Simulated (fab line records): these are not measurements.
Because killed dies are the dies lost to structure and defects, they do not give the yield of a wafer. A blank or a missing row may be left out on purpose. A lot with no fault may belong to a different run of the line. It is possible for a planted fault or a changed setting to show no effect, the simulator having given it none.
Lot-split experiment | flow n5 finfet | route with 1938 steps; 7 lots, 39 wafers read

## ON THE SPLIT
At N5_ZERO_LAYER_DEVELOP_10 (develop time 60 s), the setting develop time s was moved away from the recipe's 60 s on 15 of the 39 wafers read, by -56.7% to +59.5%. For the rest of the wafers, this setting stayed at what the recipe calls for.

## FROM SPLIT TO READING: 1 step shown by the file between the two
- N5_ZERO_LAYER_HARDBAKE_23: time 120 s

## THE READING
Shown in nm: cd nm at N5_ZERO_LAYER_CD_MEAS_11, with target cd 2000 nm. A value of 1999.2 nm with a standard deviation of 1.9 nm is what fault-free wafers of this fab line usually give.

wafer  | tool, chamber at the split | develop time s as run, s | against the recipe | cd nm, nm | against lot-mates on the recipe
L077.1 | litho track-04, 0          | 25.99                    | -56.7%             | 1982.4    | -15.1
L077.2 | litho track-04, 0          | 25.99                    | -56.7%             | 1980.8    | -16.7
L077.3 | litho track-04, 0          | 25.99                    | -56.7%             | 1979.8    | -17.7
L077.4 | litho track-04, 0          | 60                       | recipe             | 1998.7    | -
L077.5 | litho track-04, 0          | 60                       | recipe             | 1996.2    | -
L077.6 | litho track-04, 0          | 60                       | recipe             | 1997.5    | -
L079.1 | litho track-04, 0          | 60                       | recipe             | 1998.9    | -
L079.2 | litho track-04, 0          | 95.68                    | +59.5%             | 2010.4    | +10.7
L079.3 | litho track-04, 0          | 95.68                    | +59.5%             | 2010.4    | +10.7
L079.4 | litho track-04, 0          | 60                       | recipe             | 2000.2    | -
L079.5 | litho track-04, 0          | 60                       | recipe             | 2000.1    | -
L079.6 | litho track-04, 0          | 95.68                    | +59.5%             | 2007.5    | +7.8
L086.1 | litho track-01, 0          | 60                       | recipe             | 1998.4    | -
L086.2 | litho track-01, 0          | 60                       | recipe             | 2001.2    | -
L086.3 | litho track-01, 0          | 40.79                    | -32.0%             | 1991.2    | -8.9
L086.4 | litho track-01, 0          | 60                       | recipe             | 2000.7    | -
L086.5 | litho track-01, 0          | 40.79                    | -32.0%             | 1990.9    | -9.2
L086.6 | litho track-01, 0          | 40.79                    | -32.0%             | 1993.4    | -6.7
L087.3 | litho track-04, 0          | 60                       | recipe             | 2000.0    | -
L087.4 | litho track-04, 0          | 60                       | recipe             | 2002.4    | -
L087.6 | litho track-04, 0          | 60                       | recipe             | 1998.7    | -
L092.1 | litho track-04, 0          | 60                       | recipe             | 1999.0    | -
L092.2 | litho track-04, 0          | 60                       | recipe             | 1998.9    | -
L092.3 | litho track-04, 0          | 26.17                    | -56.4%             | 1977.9    | -20.7
L092.4 | litho track-04, 0          | 60                       | recipe             | 1997.9    | -
L092.5 | litho track-04, 0          | 26.17                    | -56.4%             | 1981.4    | -17.2
L092.6 | litho track-04, 0          | 26.17                    | -56.4%             | 1983.1    | -15.5
L093.1 | litho track-04, 0          | 60                       | recipe             | 1996.7    | -
L093.2 | litho track-04, 0          | 60                       | recipe             | 1995.8    | -
L093.3 | litho track-04, 0          | 60                       | recipe             | 1996.9    | -
L093.4 | litho track-04, 0          | 60                       | recipe             | 1999.1    | -
L093.5 | litho track-04, 0          | 60                       | recipe             | 2000.3    | -
L093.6 | litho track-04, 0          | 60                       | recipe             | 1996.9    | -
L097.1 | litho track-04, 0          | 76.25                    | +27.1%             | 2002.0    | +4.0
L097.2 | litho track-04, 0          | 76.25                    | +27.1%             | 2000.9    | +2.9
L097.3 | litho track-04, 0          | 60                       | recipe             | 1997.6    | -
L097.4 | litho track-04, 0          | 60                       | recipe             | 1997.1    | -
L097.5 | litho track-04, 0          | 76.25                    | +27.1%             | 2004.2    | +6.2
L097.6 | litho track-04, 0          | 60                       | recipe             | 1999.2    | -

THE FIT
A straight line over all 39 wafers: cd nm changes by +0.249 nm for each +1% of develop time s; r = +0.95; the points scatter about the line by 2.4 nm.
The same after taking each lot's own level away (the mean of its wafers on the recipe; 39 wafers): +0.242 nm for each +1%; r = +0.96; scatter 2.2 nm.
That fit puts the effect of the largest move of develop time s on the reading at 14 nm.
From 1997.47 to 2000.37 nm: that is the span of the lots' own levels, equal to 1.5 times the standard deviation above.
The two slopes agree, so the slope changes little with the lot-to-lot level.
Check: with one of the wafers moved furthest among these (+59.5%) left out of the fit, the line predicts +13.8 nm for it against its lot-mates. It came out at +10.7 nm against them.

## THE WHOLE CHAIN: every reading that the file lists as answering this split, in the file's order
step                     | what it does             | reading                                                           | change (the file's fit)               | r (the file's)
N5_ZERO_LAYER_CD_MEAS_11 | target cd 2000 nm        | cd nm                                                             | +0.248 nm for each +1% of the setting | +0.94
N5_ZERO_LAYER_DESCUM_16  | chemistry O2, time 7.9 s | ZERO_LAYER.cd nm (the simulator's own value, which no gauge read) | +0.247 nm for each +1% of the setting | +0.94

## THE FILE'S OWN FIT
cd nm changes by +0.248 nm for each +1% of develop time s, r = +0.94.
